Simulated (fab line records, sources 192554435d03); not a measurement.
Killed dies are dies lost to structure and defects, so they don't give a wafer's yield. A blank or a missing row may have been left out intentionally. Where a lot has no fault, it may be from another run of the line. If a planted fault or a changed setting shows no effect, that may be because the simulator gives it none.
Chamber matching + flow n5Finfet + rieDiel-04 running N5_BEOL_M5_STRIP_19: 4 sister chambers
The step strips in O2. 4 wafers are shown with their chamber, then 7 later ones without.

WAFERS, EACH WITH ITS CHAMBER
| wafer  | chamber | throttleValvePct (%) |
|--------|---------|----------------------|
| L251.1 | 2       | 16.47                |
| L249.5 | 3       | 16.96                |
| L253.3 | 0       | 17.06                |
| L253.4 | 1       | 16.63                |

WAFERS WHOSE CHAMBER IS MISSING
| wafer  | throttleValvePct (%) |
|--------|----------------------|
| L253.6 | 17.05                |
| L254.1 | 16.49                |
| L254.4 | 16.50                |
| L254.5 | 16.66                |
| L255.1 | 16.49                |
| L255.3 | 16.67                |
| L255.5 | 16.52                |

WHICH CHAMBER EACH ONE RAN IN
| wafer  | from the rows above     | in truth                   |
|--------|-------------------------|----------------------------|
| L253.6 | 0                       | 0                          |
| L254.1 | 2                       | 2                          |
| L254.4 | 2                       | 2                          |
| L254.5 | 1                       | 1                          |
| L255.1 | 2                       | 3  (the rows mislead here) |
| L255.3 | 1                       | 1                          |
| L255.5 | can't be placed: 2 or 1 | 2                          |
5 of 7 placed correctly. These rows do not allow placing 1 (true chamber among the candidates in 1). 1 placed wrongly.
How it was worked out, from the rows above alone: a wafer's distance from a chamber is the root of the sum, over the readings, of the square of ((its reading less the chamber's mean) divided by the reading's scatter). The wafer belongs to the nearest chamber; if the next one is less than 2 further off, it can't be placed. Each chamber's mean is taken over the wafers shown for it. The scatter (one wafer shown for each chamber): square how far every hidden wafer sits from the nearest shown wafer, average those squares and take the square root.
